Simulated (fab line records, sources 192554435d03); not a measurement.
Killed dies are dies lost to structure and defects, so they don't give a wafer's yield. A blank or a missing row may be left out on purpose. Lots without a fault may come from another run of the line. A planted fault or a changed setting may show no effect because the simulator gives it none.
Chamber matching | flow n5_finfet | N5_BEOL_M7_STRIP_19 on rie_diel-02: 4 sister chambers
The step strips in O2. 18 wafers are shown with their chamber, then 9 later ones without.

WAFERS WITH THEIR CHAMBER
wafer  | chamber | showerhead_plenum_p_Torr (Torr) | throttle_valve_pct (%) | drypump_motor_current_A (A)
L080.2 | 1       | 2.03                            | 16.16                  | 6.4
L080.3 | 2       | 2.09                            | 16.90                  | 5.9
L080.6 | 0       | 2.14                            | 16.40                  | 5.7
L085.2 | 2       | 2.09                            | 16.91                  | 5.8
L085.3 | 3       | 2.00                            | 17.16                  | 4.9
L085.5 | 0       | 2.14                            | 16.42                  | 5.7
L084.3 | 2       | 2.09                            | 16.94                  | 5.9
L084.4 | 0       | 2.14                            | 16.44                  | 5.7
L084.5 | 2       | 2.09                            | 16.93                  | 5.8
L089.1 | 1       | 2.03                            | 16.22                  | 6.3
L089.2 | 3       | 2.00                            | 17.16                  | 4.8
L089.3 | 2       | 2.09                            | 16.94                  | 5.8
L089.4 | 0       | 2.14                            | 16.45                  | 5.6
L089.5 | 2       | 2.09                            | 16.94                  | 5.8
L089.6 | 3       | 2.00                            | 17.18                  | 4.8
L090.1 | 3       | 2.00                            | 17.18                  | 4.9
L090.3 | 0       | 2.13                            | 16.45                  | 5.7
L090.5 | 3       | 1.99                            | 17.16                  | 4.9

SIGNATURES (means of the wafers above)
reading                  | chamber 0 | chamber 1 | chamber 2 | chamber 3 | scatter within a chamber
showerhead_plenum_p_Torr | 2.1380    | 2.0300    | 2.0900    | 1.9980    | 0.00338
throttle_valve_pct       | 16.4320   | 16.1900   | 16.9267   | 17.1680   | 0.0202
drypump_motor_current_A  | 5.680     | 6.350     | 5.833     | 4.860     | 0.0523
Rule: a wafer's distance from a chamber is the root of the sum, over the readings, of the square of ((its reading less the chamber's mean) divided by the reading's scatter). The wafer belongs to the nearest chamber; if the next one is less than 2 further off, it can't be placed. The scatter: the root of (the sum of the squares of (reading less its chamber's mean) over the shown wafers, divided by (wafers less chambers)).

WAFERS WITHOUT THEIR CHAMBER
wafer  | showerhead_plenum_p_Torr (Torr) | throttle_valve_pct (%) | drypump_motor_current_A (A)
L093.2 | 2.03                            | 16.24                  | 6.3
L093.3 | 2.09                            | 16.96                  | 5.9
L093.5 | 2.03                            | 16.23                  | 6.3
L094.1 | 2.03                            | 16.25                  | 6.3
L094.5 | 1.99                            | 17.19                  | 4.9
L094.6 | 2.02                            | 16.23                  | 6.3
L097.2 | 2.02                            | 16.26                  | 6.3
L097.3 | 2.13                            | 16.45                  | 5.7
L097.5 | 2.26                            | 16.71                  | 4.9

WHICH CHAMBER EACH WENT THROUGH
wafer  | from the rows above | in truth
L093.2 | 1                   | 1
L093.3 | 2                   | 2
L093.5 | 1                   | 1
L094.1 | 1                   | 1
L094.5 | 3                   | 3
L094.6 | 1                   | 1
L097.2 | 1                   | 1
L097.3 | 0                   | 0
L097.5 | 0                   | 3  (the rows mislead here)
Placed correctly: 8 of 9. Can't be placed from these rows: 0. Placed wrongly: 1.
